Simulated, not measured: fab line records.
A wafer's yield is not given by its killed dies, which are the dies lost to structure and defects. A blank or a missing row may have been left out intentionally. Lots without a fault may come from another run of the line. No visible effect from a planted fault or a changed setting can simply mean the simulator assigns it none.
Chamber matching	flow nand harc	rie diel-10 running NHARC_P_GATE_DESCUM_61: 4 sister chambers
The step chemistry O2, time 3 s. 4 wafers are shown with their chamber, then 7 later ones without.

== WAFERS, EACH WITH ITS CHAMBER ==
wafer	chamber	drypump motor current A (A)
L078.3	0	5.3
L082.4	1	6.0
L084.1	3	5.8
L084.3	2	5.5

== WAFERS WHOSE CHAMBER IS MISSING ==
wafer	drypump motor current A (A)
L084.5	5.5
L090.1	5.4
L090.4	5.8
L090.5	5.4
L092.4	6.0
L092.5	5.4
L092.6	6.0

== EACH ONE'S CHAMBER ==
wafer	from the rows above	in truth
L084.5	2	2
L090.1	can't be placed: 2 or 0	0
L090.4	3	3
L090.5	can't be placed: 2 or 0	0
L092.4	1	1
L092.5	can't be placed: 2 or 0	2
L092.6	1	1
Correct placement for 4 of the 7. These rows do not allow placing 3 (true chamber among the candidates in 3). Number placed wrongly: 0.
How it was worked out, from the rows above alone: a wafer's distance from a chamber is the root of the sum, over the readings, of the square of ((its reading less the chamber's mean) divided by the reading's scatter). If the next closest chamber is less than 2 further off than the closest, the wafer can't be placed; otherwise it belongs to the closest. Each chamber's mean is taken over the wafers shown for it. The scatter (one wafer shown for each chamber): square how far every hidden wafer sits from the nearest shown wafer, average those squares and take the square root.
